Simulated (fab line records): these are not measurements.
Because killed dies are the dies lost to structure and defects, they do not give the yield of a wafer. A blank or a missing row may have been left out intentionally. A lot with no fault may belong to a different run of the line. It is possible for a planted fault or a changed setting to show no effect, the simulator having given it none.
Which tool was responsible? || flow n5-finfet || Sampling: 11 lots, 29 wafers, 3 of 1938 route steps

## WHAT EACH GAUGE READ, for each wafer
N5_BEOL_M4_RC_MEAS_101.
{"lot": "L567", "measured": "day 8 00:23", "on": "prober-02", "DIBL_N (mV/V)": "38.1 40.4 37.6", "DIBL_P (mV/V)": "37.5 40.1 36.8", "IOFF_N (nA/um)": "0.18 0.23 0.17", "IOFF_P (nA/um)": "0.20 0.24 0.19", "ION_N (uA/um)": "672 687 665", "ION_P (uA/um)": "449 465 451", "SS_N (mV/dec)": "72.3 73.4 71.6", "SS_P (mV/dec)": "73.7 73.7 73.8", "VT_N (mV)": "250 248 252", "VT_P (mV)": "-251 -249 -254"}
{"lot": "L568", "measured": "day 7 19:20", "on": "prober-01", "DIBL_N (mV/V)": "38.4 36.5 39.9", "DIBL_P (mV/V)": "37.3 36.1 39.5", "IOFF_N (nA/um)": "0.22 0.17 0.24", "IOFF_P (nA/um)": "0.24 0.21 0.27", "ION_N (uA/um)": "688 667 679", "ION_P (uA/um)": "468 460 461", "SS_N (mV/dec)": "72.3 71.8 72.8", "SS_P (mV/dec)": "74.0 73.1 74.7", "VT_N (mV)": "242 248 245", "VT_P (mV)": "-247 -253 -247"}
{"lot": "L569", "measured": "day 8 15:20", "on": "prober-01", "DIBL_N (mV/V)": "34.8 39.1 35.7", "DIBL_P (mV/V)": "37.3 44.5 37.7", "IOFF_N (nA/um)": "0.18 0.26 0.18", "IOFF_P (nA/um)": "0.20 0.34 0.20", "ION_N (uA/um)": "683 693 677", "ION_P (uA/um)": "465 472 460", "SS_N (mV/dec)": "72.7 73.3 72.2", "SS_P (mV/dec)": "72.9 74.0 72.6", "VT_N (mV)": "249 244 251", "VT_P (mV)": "-252 -242 -251"}
{"lot": "L571", "measured": "day 8 20:15", "on": "prober-02", "DIBL_N (mV/V)": "35.6 39.6 39.7", "DIBL_P (mV/V)": "35.8 39.9 39.8", "IOFF_N (nA/um)": "0.12 0.19 0.20", "IOFF_P (nA/um)": "0.18 0.25 0.24", "ION_N (uA/um)": "663 674 679", "ION_P (uA/um)": "458 467 464", "SS_N (mV/dec)": "71.6 72.5 72.7", "SS_P (mV/dec)": "72.7 74.1 74.1", "VT_N (mV)": "257 251 249", "VT_P (mV)": "-254 -246 -252"}
{"lot": "L572", "measured": "day 9 04:13", "on": "prober-01", "DIBL_N (mV/V)": "38.2 36.4", "DIBL_P (mV/V)": "37.2 35.1", "IOFF_N (nA/um)": "0.18 0.15", "IOFF_P (nA/um)": "0.25 0.22", "ION_N (uA/um)": "685 673", "ION_P (uA/um)": "471 469", "SS_N (mV/dec)": "71.5 71.0", "SS_P (mV/dec)": "73.8 72.5", "VT_N (mV)": "247 248", "VT_P (mV)": "-247 -250"}
{"lot": "L573", "measured": "day 9 01:01", "on": "prober-01", "DIBL_N (mV/V)": "39.0 34.3", "DIBL_P (mV/V)": "39.5 33.8", "IOFF_N (nA/um)": "0.21 0.13", "IOFF_P (nA/um)": "0.20 0.14", "ION_N (uA/um)": "683 658", "ION_P (uA/um)": "456 449", "SS_N (mV/dec)": "72.3 70.8", "SS_P (mV/dec)": "73.6 71.8", "VT_N (mV)": "246 251", "VT_P (mV)": "-256 -256"}
{"lot": "L575", "measured": "day 10 03:54", "on": "prober-01", "DIBL_N (mV/V)": "39.1 37.8 36.3", "DIBL_P (mV/V)": "39.1 36.6 35.3", "IOFF_N (nA/um)": "0.18 0.16 0.14", "IOFF_P (nA/um)": "0.25 0.22 0.19", "ION_N (uA/um)": "665 665 666", "ION_P (uA/um)": "463 460 456", "SS_N (mV/dec)": "73.1 72.4 71.7", "SS_P (mV/dec)": "74.1 73.1 72.8", "VT_N (mV)": "252 255 255", "VT_P (mV)": "-249 -247 -252"}
{"lot": "L576", "measured": "day 10 06:16", "on": "prober-02", "DIBL_N (mV/V)": "37.2 37.7 37.5", "DIBL_P (mV/V)": "37.5 37.4 37.3", "IOFF_N (nA/um)": "0.18 0.19 0.17", "IOFF_P (nA/um)": "0.25 0.24 0.23", "ION_N (uA/um)": "673 674 669", "ION_P (uA/um)": "469 467 461", "SS_N (mV/dec)": "71.4 72.3 71.2", "SS_P (mV/dec)": "73.7 74.2 74.2", "VT_N (mV)": "250 252 249", "VT_P (mV)": "-247 -247 -249"}
{"lot": "L581", "measured": "day 12 05:23", "on": "prober-02", "DIBL_N (mV/V)": 38.0, "DIBL_P (mV/V)": 39.5, "IOFF_N (nA/um)": 0.21, "IOFF_P (nA/um)": 0.23, "ION_N (uA/um)": 692, "ION_P (uA/um)": 464, "SS_N (mV/dec)": 72.0, "SS_P (mV/dec)": 74.0, "VT_N (mV)": 244, "VT_P (mV)": -251}
{"lot": "L583", "measured": "day 12 09:42", "on": "prober-01", "DIBL_N (mV/V)": 38.6, "DIBL_P (mV/V)": 38.3, "IOFF_N (nA/um)": 0.18, "IOFF_P (nA/um)": 0.26, "ION_N (uA/um)": 678, "ION_P (uA/um)": 468, "SS_N (mV/dec)": 72.4, "SS_P (mV/dec)": 74.2, "VT_N (mV)": 246, "VT_P (mV)": -246}
{"lot": "L585", "measured": "day 13 02:58", "on": "prober-02", "DIBL_N (mV/V)": "40.4 39.7", "DIBL_P (mV/V)": "40.5 38.5", "IOFF_N (nA/um)": "0.23 0.23", "IOFF_P (nA/um)": "0.27 0.24", "ION_N (uA/um)": "687 690", "ION_P (uA/um)": "463 463", "SS_N (mV/dec)": "72.3 72.9", "SS_P (mV/dec)": "74.8 74.0", "VT_N (mV)": "244 244", "VT_P (mV)": "-250 -246"}

N5_PASSIVATION_INSPECT_64: inspects for defects (macro).
{"lot": "L567", "measured": "day 12 10:41", "on": "defect-inspect-01", "raw-defect-count": "2 3 0"}
{"lot": "L568", "measured": "day 12 04:28", "on": "defect-inspect-02", "raw-defect-count": "5 1 4"}
{"lot": "L569", "measured": "day 12 10:20", "on": "defect-inspect-02", "raw-defect-count": "1 3 0"}
{"lot": "L571", "measured": "day 12 21:15", "on": "defect-inspect-01", "raw-defect-count": "2 4 4"}
{"lot": "L572", "measured": "day 13 00:00", "on": "defect-inspect-01", "raw-defect-count": "1 1"}
{"lot": "L573", "measured": "day 12 22:12", "on": "defect-inspect-01", "raw-defect-count": "2 0"}
{"lot": "L575", "measured": "day 14 07:19", "on": "defect-inspect-01", "raw-defect-count": "3 3 4"}
{"lot": "L576", "measured": "day 13 17:32", "on": "defect-inspect-02", "raw-defect-count": "2 0 2"}
{"lot": "L581", "measured": "day 15 23:22", "on": "defect-inspect-02", "raw-defect-count": 0}
{"lot": "L583", "measured": "day 16 13:47", "on": "defect-inspect-01", "raw-defect-count": 2}
{"lot": "L585", "measured": "day 17 05:52", "on": "defect-inspect-02", "raw-defect-count": "5 2"}

## TOOL THAT RAN EACH LOT (tool first, then ch and the chambers of the sampled wafers, then the start)
{"lot": "L567", "N5_BEOL_M0_SAQP_PECVD_00": "pecvd-03 ch 0,2, day 5 11:27"}
{"lot": "L568", "N5_BEOL_M0_SAQP_PECVD_00": "pecvd-01 ch 0,1,2, day 5 14:26"}
{"lot": "L569", "N5_BEOL_M0_SAQP_PECVD_00": "pecvd-01 ch 0,1,2, day 5 17:28"}
{"lot": "L571", "N5_BEOL_M0_SAQP_PECVD_00": "pecvd-04 ch 1,2, day 6 07:38"}
{"lot": "L572", "N5_BEOL_M0_SAQP_PECVD_00": "pecvd-01 ch 1,2, day 6 11:01"}
{"lot": "L573", "N5_BEOL_M0_SAQP_PECVD_00": "pecvd-01 ch 0, day 6 18:54"}
{"lot": "L575", "N5_BEOL_M0_SAQP_PECVD_00": "pecvd-01 ch 0,2, day 7 09:37"}
{"lot": "L576", "N5_BEOL_M0_SAQP_PECVD_00": "pecvd-01 ch 0,1, day 7 18:41"}
{"lot": "L581", "N5_BEOL_M0_SAQP_PECVD_00": "pecvd-01 ch 0,1, day 9 02:41"}
{"lot": "L583", "N5_BEOL_M0_SAQP_PECVD_00": "pecvd-01 ch 0, day 9 10:05"}
{"lot": "L585", "N5_BEOL_M0_SAQP_PECVD_00": "pecvd-01 ch 0,1, day 9 21:11"}
- N5_BEOL_M0_SAQP_PECVD_00: deposits SiCN from 3MS/NH3, target thk 8 nm, time 14 s.

## WHAT THE TOOLS THEMSELVES READ (means of the sampled wafers that have a number; where no wafer has one, the mark that the record gives instead)
N5_BEOL_M0_SAQP_PECVD_00.
{"lot": "L567", "tool": "pecvd-03", "showerhead-plenum-p-Torr (Torr)": 3.675, "throttle-valve-pct (%)": 8.5}
{"lot": "L568", "tool": "pecvd-01", "showerhead-plenum-p-Torr (Torr)": 3.656, "throttle-valve-pct (%)": 8.7}
{"lot": "L569", "tool": "pecvd-01", "showerhead-plenum-p-Torr (Torr)": 3.655, "throttle-valve-pct (%)": 8.8}
{"lot": "L571", "tool": "pecvd-04", "showerhead-plenum-p-Torr (Torr)": 3.652, "throttle-valve-pct (%)": 9.2}
{"lot": "L572", "tool": "pecvd-01", "showerhead-plenum-p-Torr (Torr)": 3.659, "throttle-valve-pct (%)": 8.7}
{"lot": "L573", "tool": "pecvd-01", "showerhead-plenum-p-Torr (Torr)": 3.659, "throttle-valve-pct (%)": 8.9}
{"lot": "L575", "tool": "pecvd-01", "showerhead-plenum-p-Torr (Torr)": 3.659, "throttle-valve-pct (%)": 8.8}
{"lot": "L576", "tool": "pecvd-01", "showerhead-plenum-p-Torr (Torr)": 3.661, "throttle-valve-pct (%)": 8.8}
{"lot": "L581", "tool": "pecvd-01", "showerhead-plenum-p-Torr (Torr)": 3.662, "throttle-valve-pct (%)": 8.9}
{"lot": "L583", "tool": "pecvd-01", "showerhead-plenum-p-Torr (Torr)": 3.652, "throttle-valve-pct (%)": 9.1}
{"lot": "L585", "tool": "pecvd-01", "showerhead-plenum-p-Torr (Torr)": 3.668, "throttle-valve-pct (%)": 8.9}

## THE ANSWER, worked out from the rows above alone
Rule: what is usual is taken from the lots themselves. Put in order of their means at a reading, lots are off if they are a third of the lots or fewer, leave a main group of 4 or more, and stand apart from it by a gap of 3 or more times the standard deviation of the main group's means; of several such gaps the widest counts. The tables above print the reading to a certain number of digits; a main group whose means all agree to those digits is not used. A lot without any number at a reading at which 4 lots or more have one is off too. All remaining lots with rows at the step are treated as sound. First the gauges in route order, then the tools' own readings, where a lot's mean is used as printed above. At the first step where some lot is off, the reading lying furthest off is the one used; lots without a number count as furthest.
No lot is off at any reading shown: from this, nothing can be told.

## WHAT WAS PUT IN BY THE SIMULATOR
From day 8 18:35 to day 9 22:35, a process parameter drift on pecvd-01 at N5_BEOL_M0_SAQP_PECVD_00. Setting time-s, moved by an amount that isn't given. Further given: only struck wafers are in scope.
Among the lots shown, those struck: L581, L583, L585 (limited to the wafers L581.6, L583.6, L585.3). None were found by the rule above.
